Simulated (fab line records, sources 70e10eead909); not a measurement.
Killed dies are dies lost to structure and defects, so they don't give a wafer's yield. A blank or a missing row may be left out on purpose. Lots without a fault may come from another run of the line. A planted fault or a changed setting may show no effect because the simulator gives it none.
Which tool did it? | flow nand_harc | 14 lots, 42 wafers sampled, at 4 steps of a route of 1159

WHAT THE GAUGES READ, wafer by wafer
The record holds no reading of a measuring or inspecting step that can be judged against a usual standard deviation.

WHICH TOOL RAN EACH LOT (tool, then ch and the chambers of the sampled wafers, then the start)
lot  | NHARC_A_M0_ETCH_15                            | NHARC_A_M0_CMP_23             | NHARC_A_M1_ETCH_15                 | NHARC_A_M1_ETCH_28
L323 | rie_diel-11 ch 0,1,2, day 18 22:00 or earlier | cmp-02 ch 0,2,3, day 18 22:00 | rie_diel-03 ch 0,1,3, day 19 00:07 | rie_diel-03 ch 1,2,3, no start
L321 | rie_diel-02 ch 1,2,3, day 18 22:56 or earlier | cmp-04 ch 0,1,3, day 18 22:56 | rie_diel-03 ch 0,1, day 19 01:14   | rie_diel-10 ch 0,1, no start
L324 | rie_diel-07 ch 0,3, day 18 23:19 or earlier   | cmp-01 ch 0,1,2, day 18 23:19 | rie_diel-03 ch 1,2,3, day 19 01:33 | rie_diel-12 ch 0,1,2, no start
L335 | rie_diel-07 ch 1,2, day 21 12:10 or earlier   | cmp-01 ch 0,3, day 21 12:10   | rie_diel-12 ch 2,3, day 21 14:17   | rie_diel-10 ch 2,3, no start
L333 | rie_diel-07 ch 0,1,3, day 21 23:39 or earlier | cmp-02 ch 1,2, day 21 23:39   | rie_diel-10 ch 0,2, day 22 01:52   | rie_diel-12 ch 0,1,2, no start
L338 | rie_diel-11 ch 0,1, day 22 07:27 or earlier   | cmp-02 ch 0,1, day 22 07:27   | rie_diel-03 ch 1,2, day 22 09:41   | rie_diel-12 ch 0,3, no start
L332 | rie_diel-11 ch 2,3, day 22 10:06 or earlier   | cmp-02 ch 0,1,3, day 22 10:06 | rie_diel-03 ch 0,2, day 22 12:23   | rie_diel-10 ch 1,2,3, no start
L336 | rie_diel-07 ch 0,1,2, day 22 11:20 or earlier | cmp-02 ch 0,2,3, day 22 11:20 | rie_diel-10 ch 0,1,2, day 22 13:47 | rie_diel-12 ch 2,3, no start
L337 | rie_diel-07 ch 0,1,2, day 22 12:10 or earlier | cmp-01 ch 0,2, day 22 12:10   | rie_diel-10 ch 0,1,2, day 22 15:18 | rie_diel-12 ch 0,3, no start
L340 | rie_diel-07 ch 0,1,2, day 22 12:59 or earlier | cmp-01 ch 0,1,2, day 22 12:59 | rie_diel-03 ch 0,1,2, day 22 15:34 | rie_diel-03 ch 0,1,3, no start
L339 | rie_diel-02 ch 0,1,2, day 22 13:19 or earlier | cmp-02 ch 0,2,3, day 22 13:19 | rie_diel-10 ch 0,1,2, day 22 15:51 | rie_diel-12 ch 2,3, no start
L341 | rie_diel-02 ch 0,1,3, day 22 19:25 or earlier | cmp-04 ch 0,2, day 22 19:25   | rie_diel-03 ch 1,3, day 22 21:31   | rie_diel-12 ch 0,1,2, no start
L342 | rie_diel-02 ch 0,1,3, day 23 00:44 or earlier | cmp-02 ch 0,1,2, day 23 00:44 | rie_diel-03 ch 0,1,3, day 23 02:58 | rie_diel-03 ch 0,1,3, no start
L343 | rie_diel-02 ch 0,1, day 23 08:07 or earlier   | cmp-04 ch 0,1, day 23 08:07   | rie_diel-12 ch 1,2,3, day 23 10:16 | rie_diel-03 ch 2,3, no start
- NHARC_A_M0_ETCH_15: etches the open film in C4F8/Ar, target depth 150 nm, overetch 15 nm, time 82.5 s.
- NHARC_A_M0_CMP_23: polishes, t overpolish 20 s, target thk 113.75 nm.
- NHARC_A_M1_ETCH_15: etches the open film in C4F8/Ar, target depth 182.5 nm, time 91.2 s.
- NHARC_A_M1_ETCH_28: etches the open film in CF4/N2, target depth 30 nm, time 72.99 s.

WHAT THE TOOLS THEMSELVES READ (means of the sampled wafers that have a number; where no wafer has one, the mark that the record gives instead)
NHARC_A_M0_ETCH_15. Usual: oes_product_au 0.951 a.u., standard deviation 0.02; rf_vpp_V 440.3 V, standard deviation 2.5; run_length_s 103.7 s, standard deviation 0.39.
lot  | tool        | oes_product_au (a.u.) | rf_vpp_V (V) | run_length_s (s) | flag
L323 | rie_diel-11 | 0.948                 | 439.1        | 104.0            |
L321 | rie_diel-02 | 0.959                 | 440.1        | 103.6            |
L324 | rie_diel-07 | 0.965                 | 442.7        | 104.1            |
L335 | rie_diel-07 | 0.946                 | 440.9        | 103.2            |
L333 | rie_diel-07 | 0.915                 | 443.6        | 103.6            |
L338 | rie_diel-11 | 0.961                 | 440.8        | 104.2            |
L332 | rie_diel-11 | 0.929                 | 440.9        | 103.5            |
L336 | rie_diel-07 | 0.919                 | 440.9        | 103.6            |
L337 | rie_diel-07 | 0.943                 | 441.3        | 103.7            |
L340 | rie_diel-07 | 0.959                 | 440.4        | 103.6            |
L339 | rie_diel-02 | 0.971                 | 438.1        | 103.3            |
L341 | rie_diel-02 | 0.966                 | 438.2        | 103.6            |
L342 | rie_diel-02 | 0.973                 | 439.0        | 103.6            |
L343 | rie_diel-02 | 0.973                 | 440.1        | 103.5            |

NHARC_A_M0_CMP_23. Usual: motor_current_A 12.3 A, standard deviation 1; time_to_endpoint_s 29.1 s, standard deviation 1.9.
lot  | tool   | motor_current_A (A) | time_to_endpoint_s (s) | flag
L323 | cmp-02 | 12.2                | 30.3                   |
L321 | cmp-04 | 12.1                | 28.6                   |
L324 | cmp-01 | 13.1                | 27.9                   |
L335 | cmp-01 | 12.0                | 27.7                   |
L333 | cmp-02 | 11.7                | 30.7                   |
L338 | cmp-02 | 11.7                | 29.9                   |
L332 | cmp-02 | 11.3                | 30.0                   |
L336 | cmp-02 | 12.2                | 29.3                   |
L337 | cmp-01 | 13.5                | 29.7                   |
L340 | cmp-01 | 13.0                | 28.5                   |
L339 | cmp-02 | 12.3                | 31.0                   |
L341 | cmp-04 | 11.7                | 28.9                   |
L342 | cmp-02 | 12.4                | 28.8                   |
L343 | cmp-04 | 10.9                | 29.2                   |

NHARC_A_M1_ETCH_15. Usual: oes_product_au 0.958 a.u., standard deviation 0.025; rf_vpp_V 441.8 V, standard deviation 2.4; run_length_s 112.3 s, standard deviation 0.41.
lot  | tool        | oes_product_au (a.u.) | rf_vpp_V (V) | run_length_s (s) | flag
L323 | rie_diel-03 | 0.973                 | 442.0        | 112.6            |
L321 | rie_diel-03 | 0.981                 | 441.9        | 99.8             | OFF
L324 | rie_diel-03 | 0.963                 | 443.0        | 99.6             | OFF
L335 | rie_diel-12 | 0.977                 | 442.9        | 112.3            |
L333 | rie_diel-10 | 0.924                 | 439.8        | 112.2            |
L338 | rie_diel-03 | 0.917                 | 442.3        | 112.0            |
L332 | rie_diel-03 | 0.965                 | 440.7        | 112.8            |
L336 | rie_diel-10 | 0.962                 | 440.4        | 112.2            |
L337 | rie_diel-10 | 0.973                 | 440.4        | 112.3            |
L340 | rie_diel-03 | 0.969                 | 441.6        | 112.3            |
L339 | rie_diel-10 | 0.971                 | 440.1        | 112.5            |
L341 | rie_diel-03 | 0.918                 | 444.4        | 112.5            |
L342 | rie_diel-03 | 0.959                 | 442.1        | 112.4            |
L343 | rie_diel-12 | 0.920                 | 443.4        | 112.3            |

NHARC_A_M1_ETCH_28. Usual: cf4_flow_sccm 49.99 sccm, standard deviation 0.15; drypump_motor_current_A 5.4 A, standard deviation 0.31; oes_product_au 0.999 a.u., standard deviation 0.0072; rf_vpp_V 315.5 V, standard deviation 1.6; run_length_s 94.2 s, standard deviation 0.38; showerhead_plenum_p_Torr 2.70 Torr, standard deviation 0.082; throttle_valve_pct 19.795 %, standard deviation 0.0089.
lot  | tool        | cf4_flow_sccm (sccm) | drypump_motor_current_A (A) | oes_product_au (a.u.) | rf_vpp_V (V) | run_length_s (s) | showerhead_plenum_p_Torr (Torr) | throttle_valve_pct (%) | flag
L323 | rie_diel-03 | 50.01                | 5.4                         | 0.997                 | 315.6        | 94.1             | 2.73                            | 19.784                 |
L321 | rie_diel-10 | 50.06                | 5.6                         | 1.010                 | 315.6        | 94.0             | 2.67                            | 19.801                 |
L324 | rie_diel-12 | 49.89                | 5.6                         | 1.000                 | 316.1        | 94.3             | 2.75                            | 19.794                 |
L335 | rie_diel-10 | 49.93                | 5.4                         | 0.999                 | 313.8        | 94.0             | 2.56                            | 19.794                 |
L333 | rie_diel-12 | 50.11                | 5.6                         | 0.992                 | 316.5        | 94.1             | 2.75                            | 19.807                 |
L338 | rie_diel-12 | 49.98                | 5.1                         | 1.007                 | 316.2        | 94.3             | 2.74                            | 19.796                 |
L332 | rie_diel-10 | 50.05                | 5.5                         | 1.009                 | 313.3        | 93.9             | 2.61                            | 19.800                 |
L336 | rie_diel-12 | 49.83                | 5.5                         | 1.007                 | 316.1        | 94.4             | 2.73                            | 19.794                 |
L337 | rie_diel-12 | 50.00                | 5.4                         | 0.998                 | 317.1        | 94.6             | 2.77                            | 19.801                 |
L340 | rie_diel-03 | 50.09                | 5.3                         | 0.994                 | 314.0        | 94.3             | 2.67                            | 19.800                 |
L339 | rie_diel-12 | 50.11                | 5.5                         | 0.997                 | 315.6        | 94.2             | 2.73                            | 19.788                 |
L341 | rie_diel-12 | 50.03                | 5.6                         | 0.991                 | 316.9        | 94.2             | 2.75                            | 19.798                 |
L342 | rie_diel-03 | 50.08                | 5.3                         | 0.998                 | 314.0        | 94.1             | 2.67                            | 19.794                 |
L343 | rie_diel-03 | 50.02                | 5.3                         | 0.991                 | 317.0        | 94.2             | 2.74                            | 19.788                 |

THE ANSWER, worked out from the rows above alone
Rule: a lot is off if the mean of its wafers that have a number lies more than 3 standard deviations from the usual mean. A lot without any number at a reading at which 4 lots or more have one is off too. The other lots that the step has rows for count as sound. The gauges are gone through in route order, then the tools' own readings, and for those a lot's mean is taken as printed above. The first step at which some lot is off is used, and at that step the reading that is off furthest; a lot without a number counts as furthest.
Off: L321, L324, at NHARC_A_M1_ETCH_15 (run_length_s).
A tool fits if, at that step or a process step before it, it ran every lot that is off, and no sound lot after the first of them. NHARC_A_M0_ETCH_15 gives no start for some lots, so the hours and the order of its lots are those of NHARC_A_M0_CMP_23. None of those tried fits.

WHAT THE SIMULATOR HAD PUT IN
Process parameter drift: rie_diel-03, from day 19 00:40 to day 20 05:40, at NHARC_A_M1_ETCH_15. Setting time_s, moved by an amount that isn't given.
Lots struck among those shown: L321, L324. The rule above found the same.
